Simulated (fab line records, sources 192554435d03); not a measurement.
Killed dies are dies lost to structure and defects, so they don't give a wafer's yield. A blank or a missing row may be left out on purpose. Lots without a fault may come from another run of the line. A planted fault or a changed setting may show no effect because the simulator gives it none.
fab line records | flow n5_finfet
record lots=3 wafers=8 last_day=18
route steps=1938 shown BEOL_M4@1099 BEOL_M5@1112 BEOL_M8@1378 PASSIVATION@1936
lots that met no fault: from a run of the same line without faults
start_h: hours from the record's first day to the start of the lot's first wafer shown | wait_h: hours since the lot's step before | " the same as in the row above | L1.1+2: a row that stands for several wafers | - no value, or no start given | * or withheld: withheld | < > ~ a bound
route shown NAME@n: a module of which the file shows steps, and the number in the route of the first | usual: mean/standard deviation of fault-free wafers | same: alike in all rows | chamber/n: place in a boat | sites: the reading at each site | _std_site: their standard deviation | _edge_site: outer sites' mean less inner sites' | radius_mm: how far each site lies from the wafer's centre | mask NAME#n: copy n | behind: the tool/chamber that last shaped the wafer | hold: why the lot was held/for how many hours/how that ended | device: the transistor (n, p or np) that didn't switch | end of line: the same wafers' tests at the end of the route | a step without rows: its recipe alone | killed: dies lost to structure and defects at the first sort, not the wafer's yield | map: a wafer's dies, x killed, . not, _ none there
set.NAME: the setting as run; set.NAME@STEP: as run at that earlier step | model.NAME: the simulator's own value behind a step, which no gauge read
lots at some steps of the route; a table a step, a row a wafer
services: from which hour (start_h, from the record's first day; less than 0 if before it) a tool's chamber was out of use, for how many hours, and why
## steps
# step N5_BEOL_M4_ANNEAL_95
# recipe temp_c=400 time_s=240 ambient=vacuum
# step N5_BEOL_M4_SPUTTER_96
# recipe material=Cu target_thk_a=45 temp_c=-20 chamber_pressure_pa=0.07 power_w=withheld time_s=8.29
# step N5_BEOL_M4_ECD_50
# recipe material=Cu target_thk_a=3000
# step N5_BEOL_M4_ANNEAL_51
# recipe temp_c=225 time_s=90 ambient=N2
# step N5_BEOL_M4_CMP_52
# recipe stop_on=SiOC t_overpolish_s=6.8 down_force_psi=1 platen_rpm=50 clearing_platen_down_force_psi=1.5 clearing_platen_rpm=50 post_cmp_clean=cu_alkaline target_thk_nm=40 clearing_platen_pad_velocity_m_s=0.99484 pad_velocity_m_s=0.99484
# step N5_BEOL_M4_PRE_CLEAN_60
# recipe gas=NH3/H2 time_s=15 temp_c=* rf_power_w=300
# step N5_BEOL_M4_CO_CAP_55
# recipe material=Co target_thk_a=20 temp_c=200 precursor=CCTBA/H2 pressure_torr=30 time_s=102.1
# step N5_BEOL_M4_PRE_CLEAN_56
# recipe gas=NH3 time_s=15 temp_c=withheld rf_power_w=300
# step N5_BEOL_M4_DEP_57
# recipe material=SiCN target_thk_a=80 temp_c=withheld precursor=3MS/NH3 pressure_torr=3 rf_w=202 time_s=14
# step N5_BEOL_M4_RC_MEAS_101
# usual DIBL_N=36.3/2 DIBL_P=36.3/2.4 IOFF_N=0.16/0.034 IOFF_P=0.21/0.035 ION_N=672/12 ION_P=459/6.5 SS_N=71.6/0.67 SS_P=73.3/0.71 VT_N=250/3.5 VT_P=-251/3
# columns lot.wafer tool chamber start_h wait_h DIBL_N[mV/V] DIBL_P[mV/V] IOFF_N[nA/um] IOFF_P[nA/um] ION_N[uA/um] ION_P[uA/um] SS_N[mV/dec] SS_P[mV/dec] VT_N[mV] VT_P[mV]
L255.2 prober-01 0 200.65 0.2 33.3 34.2 0.12 0.17 661 459 70.4 72.8 255 -254
L255.4 " 0 " " 36.5 36.6 0.17 0.21 681 462 71.0 73.9 248 -250
L255.5 " 0 " " 32.1 32.3 0.10 0.15 662 454 70.0 72.3 256 -254
L257.3 prober-02 0 254.00 0.3 35.8 35.0 0.13 0.22 651 452 71.9 73.3 253 -246
L257.5 " 0 " " 36.9 36.1 0.16 0.24 669 463 72.0 73.8 250 -247
L271.1 prober-02 0 313.61 0.0 36.3 35.7 0.15 0.19 676 459 71.8 73.6 250 -250
L271.3 " 0 " " 37.1 37.6 0.19 0.22 690 469 71.8 74.6 248 -247
L271.5 " 0 " " 37.9 38.6 0.20 0.23 691 467 72.2 74.5 247 -248
# step N5_BEOL_M5_ILD_DEP_00
# recipe material=SiCOH_lowk target_thk_a=1406.4 temp_c=300 precursor=DEMS/porogen pressure_torr=5 rf_w=500 time_s=25.9
# step N5_BEOL_M5_CURE_79
# recipe temp_c=385 time_s=240 ambient=He/Ar material=SiCOH_lowk
# step N5_BEOL_M5_PECVD_70
# recipe material=SiO2 target_thk_a=160 temp_c=400 precursor=TEOS/O2 pressure_torr=5.5 rf_w=450 teos_flow_sccm=53.8 gas=O2 flow_sccm=3000 time_s=18
# step N5_BEOL_M5_HM_DEP_02
# recipe material=TiN target_thk_a=200 temp_c=25 chamber_pressure_pa=0.49996
# step N5_BEOL_M5_COAT_59
# recipe resist=SOC temp_c=250 time_s=60 spin_rpm=1500 resist_thk_nm=60
# step N5_BEOL_M5_COAT_60
# recipe resist=SiARC temp_c=220 time_s=60 spin_rpm=1500 resist_thk_nm=12
# step N5_BEOL_M5_COAT_71
# recipe resist=underlayer temp_c=205 time_s=60 spin_rpm=1500 resist_thk_nm=5
# step N5_BEOL_M5_COAT_05
# recipe resist=CAR-EUV spin_rpm=1500 resist_thk_nm=30
# step N5_BEOL_M5_EBR_07
# recipe solvent=PGMEA ebr_width_mm=1.5
# step N5_BEOL_M5_SOFTBAKE_06
# recipe temp_c=110 time_s=60 resist=CAR-EUV
# step N5_BEOL_M5_EXPOSE_08
# recipe mask_id=M5 na=0.33 source_shape=annular sigma_inner=0.4 sigma_outer=0.8 polarization=unpolarized target_cd_nm=28 dose_mj=35.75
# step N5_BEOL_M5_PEB_09
# recipe peb_temp_c=100 peb_time_s=60 resist=CAR-EUV
# step N5_BEOL_M5_DEVELOP_10
# recipe develop_time_s=30 developer=TMAH resist=CAR-EUV rinse_liquid=surfactant_rinse dry=air_spin dev_temp_c=23
# step N5_BEOL_M5_DESCUM_16
# recipe chemistry=O2 time_s=7 source_power_w=50 bias_power_w=20 pressure_mtorr=20 rf_frequency_hz=2.712e+07 temp_c=40 resist=CAR-EUV o2_flow_sccm=225
# step N5_BEOL_M5_ETCH_72
# recipe chemistry=N2/H2 target=underlayer target_depth_a=65 mask_material=CAR-EUV time_s=5.2 ion_energy_ev=200 pressure_mtorr=30 source_w=840 bias_w=150 n2_flow_sccm=200 h2_flow_sccm=200 ends=cleared
# step N5_BEOL_M5_ETCH_61
# recipe chemistry=CF4 target=SiARC target_depth_a=156 mask_material=CAR-EUV time_s=26 ion_energy_ev=80 pressure_mtorr=40 source_w=545 bias_w=36 Ar_flow_sccm=100 cf4_flow_sccm=100 ends=cleared
# step N5_BEOL_M5_ETCH_62
# recipe chemistry=N2/H2 target=SOC target_depth_a=750 overetch_a=150 mask_material=SiARC temp_c=40 time_s=112.5 ion_energy_ev=200 pressure_mtorr=30 source_w=840 bias_w=150 n2_flow_sccm=200 h2_flow_sccm=200
# step N5_BEOL_M5_STRIP_63
# recipe chemistry=N2/H2 temp_c=40 n2_flow_sccm=200 h2_flow_sccm=200 rf_frequency_hz=6e+07
# step N5_BEOL_M5_STRIP_73
# recipe chemistry=N2/H2 temp_c=40 n2_flow_sccm=200 h2_flow_sccm=200 rf_frequency_hz=6e+07
# step N5_BEOL_M5_STRIP_64
# recipe chemistry=CF4 resist=SiARC power_w=300 bias_power_w=75 pressure_mtorr=50 cf4_flow_sccm=150 rf_frequency_hz=6e+07
# step N5_BEOL_M5_HM_OPEN_17
# recipe chemistry=Cl2/BCl3 target_depth_a=200 overetch_a=60 target=TiN mask_material=SOC ion_energy_ev=150 pressure_mtorr=10 icp_w=1000 bias_w=126 Cl2_flow_sccm=53.25 bcl3_flow_sccm=21.75 Ar_flow_sccm=25
# step N5_BEOL_M5_STRIP_19
# recipe chemistry=O2 power_w=400 temp_c=40 pressure_mtorr=30 rf_frequency_hz=6e+07 bias_power_w=0 overash_fraction=0.2 o2_flow_sccm=225
# step N5_BEOL_M5_COAT_65
# recipe resist=SOC temp_c=250 time_s=60 spin_rpm=1500 resist_thk_nm=60
# step N5_BEOL_M5_COAT_66
# recipe resist=SiARC temp_c=220 time_s=60 spin_rpm=1500 resist_thk_nm=12
# step N5_BEOL_M8_ETCH_41
# recipe chemistry=CH3F/O2 target=SiCN target_depth_a=319 taper_deg=2 time_s=57.8 ion_energy_ev=120 mask_material=TiN pressure_mtorr=30 source_w=395 bias_w=75 Ar_flow_sccm=150 CH3F_flow_sccm=30 O2_flow_sccm=20
# usual drypump_motor_current_A=5.9/0.57 oes_product_au=0.75/0.075 rf_vpp_V=297.0/1.4 showerhead_plenum_p_Torr=1.99/0.059 throttle_valve_pct=16.39/0.25
# columns lot.wafer tool chamber start_h wait_h drypump_motor_current_A oes_product_au rf_hours_counter_h rf_vpp_V showerhead_plenum_p_Torr throttle_valve_pct model.etch.depth_nm
L255.2 rie_diel-05 0 273.81 - 6.4 0.80 127 297.0 2.02 16.41 22.58
L255.4 " 2 " " 6.2 0.69 225 297.0 1.99 16.74 21.47
L255.5 " 3 " " 5.4 0.81 - 296.5 1.95 16.25 21.73
L257.3 rie_diel-05 0 284.49 - 6.4 0.72 131 298.8 2.02 16.41 19.04
L257.5 " 1 " " 6.7 0.66 - 295.5 2.02 16.12 18.03
L271.1 rie_diel-02 0 346.47 - 5.7 0.73 203 296.6 1.98 16.49 21.58
L271.3 " 2 " " 6.1 0.72 171 296.1 1.99 16.40 21.32
L271.5 " 3 " " 5.7 0.97 - 298.5 1.98 16.16 23.04
# step N5_PASSIVATION_PROBE_49
# usual defect_limited_yield=91.4/1.5 killed_at_M0_to_M3=33/11 killed_at_M4_up=14/5.3 killed_at_contacts=13/6.2 killed_at_front_end=39/13 killed_at_other=3.1/2.8 killed_dies=102/17 killed_on_rim=13/3.8 killed_open=68/13 killed_short=32/7.8 sort_bin_5_function=5.1/0.95 sort_bin_6_memory=3.2/0.7 sort_n_pass=1078/18 sort_yield_pct=91.3/1.5
# same gross_dies=1180 killed_at_back_side=0 sort_bin_4_leakage[%]=0 sort_bin_8_speed[%]=0
# columns lot.wafer tool chamber start_h wait_h defect_limited_yield[%] killed_at_M0_to_M3 killed_at_M4_up killed_at_contacts killed_at_front_end killed_at_other killed_dies killed_on_rim killed_open killed_short sort_bin_5_function[%] sort_bin_6_memory[%] sort_n_pass sort_yield_pct[%]
L255.2 prober-01 - 336.68 0.3 93.2 31 9 11 29 0 80 9 54 26 4.3 2.1 1100 93.2
L255.4 prober-01 - 336.78 0.4 91.7 34 12 10 40 2 98 10 69 29 5.3 2.7 1082 91.7
L255.5 prober-01 - 336.83 0.5 92.5 33 13 8 31 3 88 9 67 21 4.4 2.8 1092 92.5
L257.3 prober-02 - 357.97 0.1 39.8 639 15 23 31 2 710 104 88 36 39.2 18.0 470 39.8
L257.5 prober-02 - 358.07 0.2 40.3 621 13 15 48 7 704 98 87 34 39.2 17.5 476 40.3
# killed by level:class
L255.2 MOL_CONTACT_COAG:geometric_particle:open=10 BEOL_M0_SAQP:geometric_particle:open=7 DUMMY_GATE:geometric_particle:open=6 BEOL_M2:geometric_particle:open=6 BEOL_M3:geometric_particle:open=6 BEOL_M0_SAQP:geometric_particle:short=5 GATE_CUT:geometric_particle:short=4 FIN_SAQP:geometric_particle:open=3
L255.4 FIN_SAQP:geometric_particle:open=14 BEOL_M3:geometric_particle:open=10 STI_FIN_REVEAL:geometric_particle:open=9 MOL_CONTACT_COAG:geometric_particle:open=9 BEOL_M0_SAQP:geometric_particle:short=8 BEOL_M2:geometric_particle:open=7 BEOL_M4:geometric_particle:open=6 FIN_SAQP:geometric_particle:short=4
L255.5 BEOL_M0_SAQP:geometric_particle:open=12 MOL_CONTACT_COAG:geometric_particle:open=7 BEOL_M2:geometric_particle:open=7 STI_FIN_REVEAL:geometric_particle:open=5 BEOL_M3:geometric_particle:open=5 FIN_SAQP:geometric_particle:open=4 GATE_CUT:geometric_particle:short=4 GATE_CUT:geometric_particle:open=4
L257.3 BEOL_M2:area_expose=583 MOL_CONTACT_COAG:geometric_particle:open=19 BEOL_M1:geometric_particle:open=14 BEOL_M0_SAQP:geometric_particle:short=13 BEOL_M0_SAQP:geometric_particle:open=13 STI_FIN_REVEAL:geometric_particle:open=9 BEOL_M4:geometric_particle:open=8 FIN_SAQP:geometric_particle:short=5
L257.5 BEOL_M2:area_expose=581 STI_FIN_REVEAL:geometric_particle:open=24 BEOL_M1:geometric_particle:open=17 MOL_CONTACT_COAG:geometric_particle:open=12 DUMMY_GATE:geometric_particle:open=7 BEOL_M0_SAQP:geometric_particle:open=6 BEOL_M4:geometric_particle:open=6 BEOL_M0_SAQP:geometric_particle:short=5
# map L257.3 (x killed, . not)
_________________xxxxxx.xxx.x________________
______________.x.xxxxx.x..xx.xxx_____________
___________.x.x....x.xxx..x...xxx.x__________
__________x.x...x..x.xxxxxx.xxxx.xx._________
________x..x..xxxx.xxx..xxxxx..x..xxxx_______
_______.xx..x..xx.xx.....x.x.x.x.xxxxxx______
______xx..x.xxxxxxx.xxxxxxxx.x.x..xxx.xx_____
_____xxxx.x.x..xx.x.xx........xx.xx.xxx..____
____x.xx.xxxx.x......x.xxxxxx..x..x..x..xx___
___x..xx.xxx.......x..xx..xx..x..x..xxxx.xx__
___x.xx.xxxxxx....xx.xxx..x....xx.xxxxx.x.x__
__xx.x.xxx.x...x......x.xx.xxxxx..x.x....xx._
__.x.x..xx.xxxxx.x.xx..xx..xxx.xx...xx.x.x.x_
_.....x.xxx.xxx.xxxx..x.xxxxx..xxx...x.xxx..x
_..xxxxx.x.x.x..xxxx....x.xx...xx..xx.xx.x...
_xxxxx.x..xx...x..xxx.x.x..xxx...xx.xxx.xx.xx
_..xxxxx....xx.xxx..x..x...x.xxxxx.xxx..x.x.x
_xxxxx.xxx.xxx....xx..xx.x...xxx....xxxxxx...
_..xxxx.xxxx...xxxxx...xxx.x.x.x.xxx..xx.xxxx
_xxxxx.xx.xxxxx.x.xxx.x.xxx.xx.x.xxx.x.xx....
_xx.xxxxxx.xx..xxx.xxxx.xxxxxxxx.xxxxxx.x.x.x
__x..xx.x.xxx..xxxx.x.xxx..xx...xxxx.xx.xxx._
__xxxxxxxxxxx..xxx....x.xx...xxxxxxx..x..xx._
___.x.xx...x.xxxx.xx.xxxxxxxx.xx.x.xx..xxx.__
___.xxxxx..x...xxx...x.x..xx....xxxxx..xxxx__
____xx.x...xxx.xx.xxxx.xxx.x..x..x..x.x.xx___
_____.xx...xxx..x.xxxx.xx....x..x..xxxxxx____
______x.x.xx.x.....x.x....xx.xxxxxxxxxx._____
_______xxx.x.x....xx.xxxx..xxxx.xx.x.xx______
________x.x.xxxx.xxxxxxx.xxxxxxx.x.xx._______
__________xxx..xx.xxxxxxxxxxxxx.xxxx_________
___________xxxxx.x.xxxxx..x...x.xx.__________
______________...xxx.xx.xxx.xx.x_____________
_________________.xx.xxxx.xxx________________
# map L255.4 (x killed, . not)
_________________....x.......________________
______________.x........x......._____________
___________..x.....................__________
__________....x....x................_________
________xx............................_______
_______.....x..........................______
______.......x...x......xx.x............_____
_____.....xx...........x..x....x.x.......____
____.................x......x.....x.......___
___......xx.......x.........x......x.......__
___..x.....................................__
__..............x......x......x............._
__.x...x.x......................x..........._
_...........x..........................x...x.
_.........x.......x.x..........x.............
_..x........x....................x......x....
_............................................
_.........x......................x.....x.....
_.....x.............................x.....x..
_........x.....................x.........x...
_............xx...x..........x......x........
__.x..x...........x...........x............._
__...........x....x....x.................x.._
___x..................x.................xx.__
___............x...x..............x........__
____.....x..........x.......xx.x.......x..___
_____.x....x...xx...........x............____
______.................................._____
_______....x........x..................______
________.....x.........x........x.x..._______
__________.........................._________
___________......x.................__________
______________x.......x...x....x_____________
_________________............________________
## services
# columns tool chamber start_h hours kind
rie_diel-05 - 260.09 1.4 repair
rie_diel-02 0 294.09 10.7 repair
rie_diel-02 3 315.16 - clean
rie_diel-02 3 315.16 - consumable_replace:focus_ring
rie_diel-02 3 315.16 17.9 scheduled_down
rie_diel-02 3 315.16 17.9 vent_cycle
rie_diel-05 2 344.72 - clean
rie_diel-05 2 344.72 - consumable_replace:focus_ring
rie_diel-05 2 344.72 15.0 scheduled_down
rie_diel-05 2 344.72 15.0 vent_cycle
## key
first_sign none at tools or gauges
model_effect step=N5_BEOL_M8_ETCH_41 value=etch.depth_nm without=21.78 struck=18.53
met_at N5_BEOL_M8_ETCH_41
struck_wafers L257.3,L257.5
onset_between 273.81 284.49
earlier_fault kind=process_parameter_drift tool=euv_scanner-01 chamber=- onset_h=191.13 steps=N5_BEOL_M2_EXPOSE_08 channel=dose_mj offset=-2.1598 shape=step acts_in=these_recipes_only stated=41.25
fault kind=process_parameter_drift tool=rie_diel-05 chamber=- onset_h=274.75 steps=N5_BEOL_M8_ETCH_41 channel=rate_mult offset=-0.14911 shape=step
